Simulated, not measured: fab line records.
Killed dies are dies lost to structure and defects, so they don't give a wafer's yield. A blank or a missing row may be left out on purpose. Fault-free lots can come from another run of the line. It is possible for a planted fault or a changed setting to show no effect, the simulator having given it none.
What tool caused it? -- flow nandHarc -- 36 wafers sampled from 12 lots at 1 step of a route of 1302

== WHAT THE GAUGES SHOWED, per wafer ==
NHARC_A_M0_OVL_MEAS_10: pitch 160 nm.
lot,measured,on,overlayXNm (nm)
L075,day 23 14:36,overlay-02,-0.6 -1.2 -0.3
L076,day 24 03:50,overlay-02,-0.9 -0.7 -0.9
L079,day 24 06:54,overlay-02,-0.8 -0.6 -0.6
L080,day 25 12:19,overlay-02,-0.7 -0.3 -0.6
L083,day 26 01:02,overlay-02,0.6 1.0 1.0
L085,day 27 05:04,overlay-02,0.8 0.9 1.3
L089,day 28 06:07,overlay-01,-0.2 -0.3 0.9
L087,day 28 12:35,overlay-01,-1.4 -1.7 -1.1
L090,day 29 18:16,overlay-02,0.2 -0.1 -0.5
L093,day 30 16:31,overlay-02,0.2 1.0 0.7
L096,day 31 19:39,overlay-01,0.8 0.0 0.4
L097,day 32 11:35,overlay-02,2.3 1.6 1.7

== WHICH TOOL RAN EACH LOT (tool, then ch and the chambers of the sampled wafers, then the start) ==
The record holds no process step before these readings.

== THE ANSWER, worked out from the rows above alone ==
Rule: the usual values come from the lots themselves. Put in order of their means at a reading, lots are off if they are a third of the lots or fewer, leave a main group of 4 or more, and stand apart from it by a gap of 3 or more times the standard deviation of the main group's means; of several such gaps the widest counts. If all means in a main group match to the digits the tables above print for the reading, that group is not used. A lot without any number at a reading at which 4 lots or more have one is off too. The other lots that the step has rows for count as sound.
No lot is off on any of the readings shown, so nothing can be concluded from this.

== WHAT THE SIMULATOR HAD PUT IN ==
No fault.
